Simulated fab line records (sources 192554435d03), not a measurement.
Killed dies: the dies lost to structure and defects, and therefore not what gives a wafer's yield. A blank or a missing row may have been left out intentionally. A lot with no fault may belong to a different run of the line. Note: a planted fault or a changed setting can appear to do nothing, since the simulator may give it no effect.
Chamber matching ; flow n5 finfet ; N5_BEOL_M15_DESCUM_15 on rie diel-04: 4 sister chambers
The step chemistry O2, time 7.9 s. 4 wafers are shown with their chamber, then 8 later ones without.

== EACH WAFER AND ITS CHAMBER ==
wafer;chamber;drypump motor current A (A)
L075.4;3;5.9
L083.3;2;6.2
L083.4;1;6.3
L084.2;0;5.6

== WAFERS WITH NO CHAMBER GIVEN ==
wafer;drypump motor current A (A)
L084.4;6.3
L084.6;6.3
L089.2;5.9
L089.3;6.2
L089.5;6.3
L090.3;6.3
L090.4;5.9
L090.5;5.7

== WHICH CHAMBER EACH WENT THROUGH ==
wafer;from the rows above;in truth
L084.4;1;1
L084.6;1;1
L089.2;3;3
L089.3;2;2
L089.5;1;1
L090.3;1;1
L090.4;3;3
L090.5;0;0
Placed correctly: 8 of 8. From these rows, 0 cannot be placed. Wrongly placed: 0.
How it was worked out, from the rows above alone: a wafer's distance from a chamber is the root of the sum, over the readings, of the square of ((its reading less the chamber's mean) divided by the reading's scatter). If the next closest chamber is less than 2 further off than the closest, the wafer can't be placed; otherwise it belongs to the closest. A chamber's mean is the mean of its shown wafers. The scatter: with one shown wafer a chamber, the root of the mean of the squares of how far each hidden wafer lies from its nearest shown one.
